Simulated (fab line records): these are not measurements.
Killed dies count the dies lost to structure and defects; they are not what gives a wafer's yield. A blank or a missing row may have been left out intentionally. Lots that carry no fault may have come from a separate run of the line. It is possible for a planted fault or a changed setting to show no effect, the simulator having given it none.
A struck lot beside a sound one ; flow n5Finfet ; 38 out of 1938 route steps
Sound: the wafers L513.1, L513.2, L513.6. Struck: wafer L518.2. (L518.1 of the same lot was not struck and is left out.) The cause comes at the end.
Each step with rows lists, per side, the tool, then ch with its chambers, then its first start. Under that, the readings that differ: sound wafers ; struck wafers ; difference of the means ; sigmas: that difference in standard deviations of wafers without a fault.
alike: words and numbers the same on both sides, and readings whose means are apart by under 2 such deviations; not compared: readings that were withheld, readings missing a value for some wafer, numbers with overlapping values and no deviation given by the record, and bounds like >300 which may hide the same value.
A row with sigmas, a row that says differs or no value, or rows on one side alone: a step with any of these is where the two part. Non-overlapping numbers with no deviation appear without sigmas and do not part them. A reading missing from all wafers of one side parts the sides only when that side holds two or more wafers.

first, 10 steps without rows for these wafers: N5_MOL_CONTACT_COAG_SPUTTER_143 (material Co, target thk 2.5 nm); N5_MOL_CONTACT_COAG_CO_FILL_22 (material Co, precursor CCTBA/H2, target thk 20 nm); N5_MOL_CONTACT_COAG_ANNEAL_113 (time 300 s); N5_MOL_CONTACT_COAG_PRE_CLEAN_142 (time 60 s); N5_MOL_CONTACT_COAG_SPUTTER_130 (material Co, target thk 47.5 nm); N5_MOL_CONTACT_COAG_PRECLEAN_125 (cleans in DIW, time 57.5 s); N5_MOL_CONTACT_COAG_SRD_126 (dry time 32 s); N5_MOL_CONTACT_COAG_CMP_23 (polishes, stops on SiO2, t overpolish 1.5 s, target thk 0 nm); N5_MOL_CONTACT_COAG_WET_ETCH_26 (target Co, target depth 13 nm); N5_MOL_CONTACT_COAG_WET_ETCH_116 (etches the open film in SC1-inhibited, target depth 4.6 nm, rinse time 30 s).
N5_MOL_CONTACT_COAG_ALD_27: deposits SiOC, target thk 17 nm, pulse time 1.5 s, time 2720 s.
  sound on aldSin-02 ch 0,1,2, day 5 21:17; struck on aldSin-02 ch 1, day 7 01:52
reading;sound;struck;difference;sigmas
aldCycles;340 340 340;175;-165;
runLengthS (s);2769.0 2769.1 2768.9;1449.7;-1319.3;-99 or more
timeS (s);2720 2720 2720;1400;-1320;
model.SiOC_of_MOL_CONTACT_COAG_ALD_27.thkNm (nm);17 17 17;8.8;-8.2;
  alike: heaterPowerW, precursorPulseHeightRel
N5_MOL_CONTACT_COAG_CMP_28: polishes, stops on SiNx, t overpolish 0.85 s, target thk 14.522 nm.
  sound on cmp-01 ch 0,1,2, day 5 22:56; struck on cmp-01 ch 0, day 7 03:29
reading;sound;struck;difference;sigmas
model.SiOC_of_MOL_CONTACT_COAG_ALD_27.thkNm (nm);13.4 14.6 13.8;8.8;-5.1;
  alike: headPressurePsi, motorCurrentA
then, 24 steps without rows for these wafers: N5_MOL_CONTACT_COAG_ALD_123 (deposits SiNx, target thk 5 nm, pulse time 1 s, purge time 2 s); N5_MOL_CONTACT_COAG_PECVD_31 (deposits SiO2 from TEOS/O2, target thk 46 nm, time 8.9 s); N5_MOL_CONTACT_COAG_COAT_75 (time 60 s, resist thk 60 nm); N5_MOL_CONTACT_COAG_COAT_76 (time 60 s, resist thk 10 nm); N5_MOL_CONTACT_COAG_COAT_77 (time 60 s, resist thk 10 nm); N5_MOL_CONTACT_COAG_COAT_78 (resist thk 40 nm); N5_MOL_CONTACT_COAG_EBR_80; N5_MOL_CONTACT_COAG_SOFTBAKE_79 (time 60 s); N5_MOL_CONTACT_COAG_EXPOSE_81 (exposes mask VG, defocus 0 nm); N5_MOL_CONTACT_COAG_PEB_82 (peb time 60 s); N5_MOL_CONTACT_COAG_DEVELOP_83 (develop time 30 s); N5_MOL_CONTACT_COAG_DESCUM_88 (chemistry O2, time 7 s); N5_MOL_CONTACT_COAG_ETCH_89 (etches underlayer in N2/H2, target depth 13 nm, time 10.4 s); N5_MOL_CONTACT_COAG_ETCH_90 (etches SiARC in CF4, target depth 13 nm, time 21.7 s); N5_MOL_CONTACT_COAG_ALD_131 (deposits SiO2, target thk 5 nm, pulse time 1 s, co reactant pulse time 1 s); N5_MOL_CONTACT_COAG_ETCHBACK_132 (etches SiO2 in CHF3, target depth 10 nm, time 6.7 s); N5_MOL_CONTACT_COAG_ETCH_91 (etches SOC in N2/H2, target depth 60 nm, overetch 21 nm, time 101.2 s); N5_MOL_CONTACT_COAG_STRIP_92 (strips in N2/H2); N5_MOL_CONTACT_COAG_STRIP_93 (strips in N2/H2); N5_MOL_CONTACT_COAG_ETCHBACK_135 (etches SiO2 in CHF3, target depth 25 nm, time 16.7 s); N5_MOL_CONTACT_COAG_STRIP_118 (strips in CHF3); N5_MOL_CONTACT_COAG_VIA_ETCH_46 (etches SiO2 in C4F6/O2, target depth 46 nm, overetch 9.2 nm, time 40 s); N5_MOL_CONTACT_COAG_STRIP_96 (strips in N2/H2); N5_MOL_CONTACT_COAG_ETCH_47 (etches SiNx in CH3F/O2, stops on W, target depth 27 nm).
N5_MOL_CONTACT_COAG_ETCH_48: etches SiOC in C4F6/O2, target depth 15 nm, overetch 4.5 nm, time 17 s.
  sound on rieDiel-02 ch 1,2,3, day 6 02:26; struck on rieDiel-02 ch 3, day 7 06:37
reading;sound;struck;difference;sigmas
model.etch.depthNm (nm);13.44 14.61 13.73;8.701;-5.226;
  alike: drypumpMotorCurrentA, oesProductAu, rfFwdPowerW, rfVppV, showerheadPlenumPTorr, throttleValvePct
  not compared: rfHoursCounterH
-- the record jumps here: 4 days lie between the struck wafers' starts before and after (it left off in module MOL_CONTACT_COAG and takes up again in module BEOL_M4, whose first step shown is number 1111 of the route) --
N5_BEOL_M4_RC_MEAS_101:
  sound on prober-02 ch 0, day 10 10:07; struck on prober-01 ch 0, day 11 14:42
reading;sound;struck;difference;sigmas
ION_P (uA/um);462 453 455;475;+18;+2
VT_P (mV);-249 -254 -252;-244;+8;+2
  alike: DIBL_N, DIBL_P, IOFF_N, IOFF_P, ION_N, SS_N, SS_P, VT_N

## WHERE THEY PART
Last at N5_BEOL_M4_RC_MEAS_101 as far as this record goes, first at N5_MOL_CONTACT_COAG_ALD_27.

WHY: what had been put in by the simulator
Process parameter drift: aldSin-02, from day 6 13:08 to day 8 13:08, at N5_MOL_CONTACT_COAG_ALD_27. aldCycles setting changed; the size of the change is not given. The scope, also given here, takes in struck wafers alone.
